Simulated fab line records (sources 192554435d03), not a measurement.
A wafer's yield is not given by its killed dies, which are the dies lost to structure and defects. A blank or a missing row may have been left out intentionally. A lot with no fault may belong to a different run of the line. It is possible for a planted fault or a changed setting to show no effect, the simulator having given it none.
Split-lot study || flow n5Finfet || 7 lots, 21 wafers read, on a route of 1938 steps

== THE SPLIT ITSELF ==
At N5_MOL_CONTACT_COAG_COAT_75 (time 60 s, resist thk 60 nm), the setting spinRpm was moved away from the recipe's 1500 rpm on 6 of the 21 wafers read, by -10.3% to +6.0%. All remaining wafers had this setting at the recipe value.

== FROM THE SPLIT TO THE READING: what the file shows between them, 13 steps ==
- N5_MOL_CONTACT_COAG_COAT_76: time 60 s, resist thk 10 nm (also split here: spinRpm)
- N5_MOL_CONTACT_COAG_COAT_77: time 60 s, resist thk 10 nm
- N5_MOL_CONTACT_COAG_COAT_78: resist thk 40 nm
- N5_MOL_CONTACT_COAG_DESCUM_88: chemistry O2, time 7 s
- N5_MOL_CONTACT_COAG_ETCH_89: etches underlayer in N2/H2, target depth 13 nm, time 10.4 s
- N5_MOL_CONTACT_COAG_ETCH_90: etches SiARC in CF4, target depth 13 nm, time 21.7 s
- N5_MOL_CONTACT_COAG_ALD_131: deposits SiO2, target thk 5 nm, pulse time 1 s, co reactant pulse time 1 s
- N5_MOL_CONTACT_COAG_ETCHBACK_132: etches SiO2 in CHF3, target depth 10 nm, time 6.7 s
- N5_MOL_CONTACT_COAG_ETCH_91: etches SOC in N2/H2, target depth 60 nm, overetch 21 nm, time 101.2 s
- N5_MOL_CONTACT_COAG_STRIP_92: strips in N2/H2
- N5_MOL_CONTACT_COAG_STRIP_93: strips in N2/H2
- N5_MOL_CONTACT_COAG_ETCHBACK_135: etches SiO2 in CHF3, target depth 25 nm, time 16.7 s
- N5_MOL_CONTACT_COAG_STRIP_118: strips in CHF3

== THE READING ==
SOC_of_MOL_CONTACT_COAG_COAT_75.thkNm (the simulator's own value, which no gauge read), in nm, at N5_MOL_CONTACT_COAG_VIA_ETCH_46 (etches SiO2 in C4F6/O2, target depth 46 nm, overetch 9.2 nm, time 40 s). The file gives no usual value for it. Here, 15 wafers ran the recipe; their average is 50.7 nm with a standard deviation of 0.23 nm.

{"wafer": "L076.2", "tool, chamber at the split": "lithoTrack-01, 0", "spinRpm as run, rpm": 1552, "against the recipe": "+3.5%", "SOC_of_MOL_CONTACT_COAG_COAT_75.thkNm, nm": 49.4, "against lot-mates on the recipe": -1.0}
{"wafer": "L076.4", "tool, chamber at the split": "lithoTrack-01, 0", "spinRpm as run, rpm": 1500, "against the recipe": "recipe", "SOC_of_MOL_CONTACT_COAG_COAT_75.thkNm, nm": 50.6, "against lot-mates on the recipe": "-"}
{"wafer": "L076.5", "tool, chamber at the split": "lithoTrack-01, 0", "spinRpm as run, rpm": 1500, "against the recipe": "recipe", "SOC_of_MOL_CONTACT_COAG_COAT_75.thkNm, nm": 50.2, "against lot-mates on the recipe": "-"}
{"wafer": "L085.1", "tool, chamber at the split": "lithoTrack-02, 0", "spinRpm as run, rpm": 1500, "against the recipe": "recipe", "SOC_of_MOL_CONTACT_COAG_COAT_75.thkNm, nm": 50.8, "against lot-mates on the recipe": "-"}
{"wafer": "L085.2", "tool, chamber at the split": "lithoTrack-02, 0", "spinRpm as run, rpm": 1500, "against the recipe": "recipe", "SOC_of_MOL_CONTACT_COAG_COAT_75.thkNm, nm": 50.8, "against lot-mates on the recipe": "-"}
{"wafer": "L085.4", "tool, chamber at the split": "lithoTrack-02, 0", "spinRpm as run, rpm": 1500, "against the recipe": "recipe", "SOC_of_MOL_CONTACT_COAG_COAT_75.thkNm, nm": 50.6, "against lot-mates on the recipe": "-"}
{"wafer": "L086.1", "tool, chamber at the split": "lithoTrack-02, 0", "spinRpm as run, rpm": 1500, "against the recipe": "recipe", "SOC_of_MOL_CONTACT_COAG_COAT_75.thkNm, nm": 51.2, "against lot-mates on the recipe": "-"}
{"wafer": "L086.5", "tool, chamber at the split": "lithoTrack-02, 0", "spinRpm as run, rpm": 1500, "against the recipe": "recipe", "SOC_of_MOL_CONTACT_COAG_COAT_75.thkNm, nm": 50.8, "against lot-mates on the recipe": "-"}
{"wafer": "L086.6", "tool, chamber at the split": "lithoTrack-02, 0", "spinRpm as run, rpm": 1500, "against the recipe": "recipe", "SOC_of_MOL_CONTACT_COAG_COAT_75.thkNm, nm": 51, "against lot-mates on the recipe": "-"}
{"wafer": "L087.1", "tool, chamber at the split": "lithoTrack-04, 0", "spinRpm as run, rpm": 1500, "against the recipe": "recipe", "SOC_of_MOL_CONTACT_COAG_COAT_75.thkNm, nm": 50.6, "against lot-mates on the recipe": "-"}
{"wafer": "L087.4", "tool, chamber at the split": "lithoTrack-04, 0", "spinRpm as run, rpm": 1590, "against the recipe": "+6.0%", "SOC_of_MOL_CONTACT_COAG_COAT_75.thkNm, nm": 49.8, "against lot-mates on the recipe": -0.8}
{"wafer": "L087.6", "tool, chamber at the split": "lithoTrack-04, 0", "spinRpm as run, rpm": 1590, "against the recipe": "+6.0%", "SOC_of_MOL_CONTACT_COAG_COAT_75.thkNm, nm": 49.8, "against lot-mates on the recipe": -0.8}
{"wafer": "L091.2", "tool, chamber at the split": "lithoTrack-02, 0", "spinRpm as run, rpm": 1500, "against the recipe": "recipe", "SOC_of_MOL_CONTACT_COAG_COAT_75.thkNm, nm": 50.6, "against lot-mates on the recipe": "-"}
{"wafer": "L091.4", "tool, chamber at the split": "lithoTrack-02, 0", "spinRpm as run, rpm": 1500, "against the recipe": "recipe", "SOC_of_MOL_CONTACT_COAG_COAT_75.thkNm, nm": 50.6, "against lot-mates on the recipe": "-"}
{"wafer": "L091.3", "tool, chamber at the split": "lithoTrack-02, 0", "spinRpm as run, rpm": 1345, "against the recipe": "-10.3%", "SOC_of_MOL_CONTACT_COAG_COAT_75.thkNm, nm": 54.2, "against lot-mates on the recipe": "+3.6"}
{"wafer": "L095.1", "tool, chamber at the split": "lithoTrack-04, 0", "spinRpm as run, rpm": 1436, "against the recipe": "-4.3%", "SOC_of_MOL_CONTACT_COAG_COAT_75.thkNm, nm": 52.2, "against lot-mates on the recipe": "+1.6"}
{"wafer": "L095.3", "tool, chamber at the split": "lithoTrack-04, 0", "spinRpm as run, rpm": 1500, "against the recipe": "recipe", "SOC_of_MOL_CONTACT_COAG_COAT_75.thkNm, nm": 50.4, "against lot-mates on the recipe": "-"}
{"wafer": "L095.4", "tool, chamber at the split": "lithoTrack-04, 0", "spinRpm as run, rpm": 1500, "against the recipe": "recipe", "SOC_of_MOL_CONTACT_COAG_COAT_75.thkNm, nm": 50.8, "against lot-mates on the recipe": "-"}
{"wafer": "L096.2", "tool, chamber at the split": "lithoTrack-02, 0", "spinRpm as run, rpm": 1500, "against the recipe": "recipe", "SOC_of_MOL_CONTACT_COAG_COAT_75.thkNm, nm": 50.8, "against lot-mates on the recipe": "-"}
{"wafer": "L096.5", "tool, chamber at the split": "lithoTrack-02, 0", "spinRpm as run, rpm": 1500, "against the recipe": "recipe", "SOC_of_MOL_CONTACT_COAG_COAT_75.thkNm, nm": 50.8, "against lot-mates on the recipe": "-"}
{"wafer": "L096.3", "tool, chamber at the split": "lithoTrack-02, 0", "spinRpm as run, rpm": 1438, "against the recipe": "-4.1%", "SOC_of_MOL_CONTACT_COAG_COAT_75.thkNm, nm": 51.8, "against lot-mates on the recipe": "+1.0"}

FIT RESULTS
A straight line over all 21 wafers: SOC_of_MOL_CONTACT_COAG_COAT_75.thkNm changes by -0.275 nm for each +1% of spinRpm; r = -0.94; the points scatter about the line by 0.35 nm.
The same after taking each lot's own level away (the mean of its wafers on the recipe; 21 wafers): -0.269 nm for each +1%; r = -0.94; scatter 0.34 nm.
Per that fit: largest spinRpm move, reading shift of 2.8 nm.
Across the lots, their own levels run from 50.40 to 51.00 nm, a range of 2.6 times the standard deviation given above.
So the lot-to-lot level changes the slope little: the two slopes agree.
Check: with one of the wafers moved furthest among these (-10.3%) left out of the fit, the line predicts +2.2 nm for it against its lot-mates. It came out at +3.6 nm against them.

== OTHER SPLITS APPLIED TO THESE WAFERS ==
Other splits were also applied to these wafers ahead of the reading. Each is held against what the fit with the lots' levels taken away leaves over:
{"other split on the same wafers": "N5_SD_EPI_P_COAT_03 spinRpm", "wafers away from the commonest value": 5, "r with SOC_of_MOL_CONTACT_COAG_COAT_75.thkNm (lot level and that fit taken away)": "+0.18"}
{"other split on the same wafers": "N5_HKMG_FIN_COAT_43 spinRpm", "wafers away from the commonest value": 7, "r with SOC_of_MOL_CONTACT_COAG_COAT_75.thkNm (lot level and that fit taken away)": -0.31}
{"other split on the same wafers": "N5_HKMG_FIN_EXPOSE_46 doseMj", "wafers away from the commonest value": 7, "r with SOC_of_MOL_CONTACT_COAG_COAT_75.thkNm (lot level and that fit taken away)": -0.18}
{"other split on the same wafers": "N5_HKMG_FIN_COAT_29 spinRpm", "wafers away from the commonest value": 6, "r with SOC_of_MOL_CONTACT_COAG_COAT_75.thkNm (lot level and that fit taken away)": "+0.27"}
{"other split on the same wafers": "N5_MOL_CONTACT_COAG_COAT_76 spinRpm", "wafers away from the commonest value": 5, "r with SOC_of_MOL_CONTACT_COAG_COAT_75.thkNm (lot level and that fit taken away)": "+0.11"}

== THE WHOLE CHAIN: every reading that the file lists as answering this split, in the file's order ==
{"step": "N5_MOL_CONTACT_COAG_COAT_75", "what it does": "time 60 s, resist thk 60 nm", "reading": "SOC_of_MOL_CONTACT_COAG_COAT_75.thkNm (the simulator's own value, which no gauge read)", "change (the file's fit)": "-0.309 nm for each +1% of the setting", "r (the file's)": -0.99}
{"step": "N5_MOL_CONTACT_COAG_ETCH_91", "what it does": "etches SOC in N2/H2, target depth 60 nm, overetch 21 nm, time 101.2 s", "reading": "etch.depthNm (the simulator's own value, which no gauge read)", "change (the file's fit)": "-0.316 nm for each +1% of the setting", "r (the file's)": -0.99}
{"step": "N5_MOL_CONTACT_COAG_VIA_ETCH_46", "what it does": "etches SiO2 in C4F6/O2, target depth 46 nm, overetch 9.2 nm, time 40 s", "reading": "SOC_of_MOL_CONTACT_COAG_COAT_75.thkNm (the simulator's own value, which no gauge read)", "change (the file's fit)": "-0.297 nm for each +1% of the setting", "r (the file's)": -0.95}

== FILE'S OWN FIT ==
SOC_of_MOL_CONTACT_COAG_COAT_75.thkNm changes by -0.297 nm for each +1% of spinRpm, r = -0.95.
